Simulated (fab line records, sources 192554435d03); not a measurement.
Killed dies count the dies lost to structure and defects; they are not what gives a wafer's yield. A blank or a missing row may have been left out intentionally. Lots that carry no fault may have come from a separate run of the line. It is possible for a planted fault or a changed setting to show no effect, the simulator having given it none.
What tool caused it? | flow n5 finfet | Sampling: 12 lots, 36 wafers, 4 of 1938 route steps

== WHAT THE GAUGES SHOWED, per wafer ==
N5_BEOL_M8_CD_MEAS_11: target cd 38.5 nm.
lot  | measured     | on        | cd nm (nm)
L075 | day 10 10:23 | cd sem-03 | 38.9 38.2 38.5
L076 | day 10 23:44 | cd sem-03 | 39.2 38.8 38.9
L079 | day 11 07:11 | cd sem-02 | 38.8 38.7 38.2
L081 | day 11 20:10 | cd sem-01 | 38.3 38.1 38.0
L082 | day 12 07:07 | cd sem-01 | 38.9 38.7 38.3
L086 | day 13 06:26 | cd sem-03 | 38.8 38.7 39.4
L087 | day 13 07:15 | cd sem-01 | 38.8 38.9 38.5
L088 | day 13 19:23 | cd sem-01 | 38.8 39.0 38.5
L092 | day 14 10:46 | cd sem-01 | 38.1 39.0 39.1
L094 | day 15 00:20 | cd sem-01 | 38.4 38.6 38.2
L093 | day 15 08:14 | cd sem-03 | 38.7 38.1 38.4
L097 | day 15 16:11 | cd sem-02 | 39.3 38.7 38.7

== WHICH TOOL RAN EACH LOT (tool, then ch and the chambers of the sampled wafers, then the start) ==
lot  | N5_BEOL_M7_ETCH_61                 | N5_BEOL_M7_STRIP_67                | N5_BEOL_M8_ILD_DEP_00
L075 | rie diel-05 ch 0,2,3, day 10 03:20 | rie diel-05 ch 0,2,3, day 10 03:32 | pecvd-03 ch 0,1, day 10 08:58
L076 | rie diel-06 ch 0,2,3, day 10 13:51 | rie diel-06 ch 0,2,3, day 10 14:03 | pecvd-01 ch 0,1,2, day 10 20:36
L079 | rie diel-05 ch 0,1,3, day 10 20:24 | rie diel-05 ch 0,1,3, day 10 20:37 | pecvd-03 ch 0,1, day 11 03:49
L081 | rie diel-05 ch 0,2,3, day 11 10:10 | rie diel-05 ch 0,2,3, day 11 10:22 | pecvd-02 ch 0,1, day 11 17:35
L082 | rie diel-05 ch 1,2,3, day 11 21:11 | rie diel-05 ch 1,2,3, day 11 21:23 | pecvd-03 ch 0,2, day 12 03:56
L086 | rie diel-05 ch 0,1,2, day 12 19:55 | rie diel-05 ch 0,1,2, day 12 20:07 | pecvd-01 ch 1,2, day 13 02:42
L087 | rie diel-02 ch 0,3, day 12 23:41   | rie diel-02 ch 0,3, day 12 23:53   | pecvd-02 ch 0,1, day 13 04:56
L088 | rie diel-06 ch 0,3, day 13 10:05   | rie diel-06 ch 0,3, day 13 10:17   | pecvd-03 ch 0,1,2, day 13 17:31
L092 | rie diel-06 ch 0,1,2, day 14 01:04 | rie diel-06 ch 0,1,2, day 14 01:16 | pecvd-01 ch 0,1,2, day 14 06:55
L094 | rie diel-05 ch 0,2,3, day 14 17:43 | rie diel-05 ch 0,2,3, day 14 17:55 | pecvd-03 ch 2, day 14 22:32
L093 | rie diel-02 ch 1,2, day 15 00:38   | rie diel-02 ch 1,2, day 15 00:50   | pecvd-03 ch 0,1, day 15 06:00
L097 | rie diel-02 ch 0,1,2, day 15 08:14 | rie diel-02 ch 0,1,2, day 15 08:26 | pecvd-03 ch 1,2, day 15 13:41
- N5_BEOL_M7_ETCH_61: etches SiARC in CF4, target depth 45.5 nm, time 75.8 s.
- N5_BEOL_M7_STRIP_67: strips in CF4.
- N5_BEOL_M8_ILD_DEP_00: deposits SiCOH lowk from DEMS/porogen, target thk 179.75 nm, time 33.4 s.

== THE ANSWER, worked out from the rows above alone ==
Rule: the usual values come from the lots themselves. The widest of any qualifying gaps counts: lots, ordered by their means at a reading, are off when they make up no more than a third of the lots, leave a main group of 4 or more, and stand apart from it by 3 or more times the standard deviation of that group's means. Not used: any main group whose means are identical at the precision the tables above print for the reading. A lot without any number at a reading at which 4 lots or more have one is off too. All remaining lots with rows at the step are treated as sound.
None of the lots is off at any reading shown; this tells nothing.

== WHAT THE SIMULATOR HAD PUT IN ==
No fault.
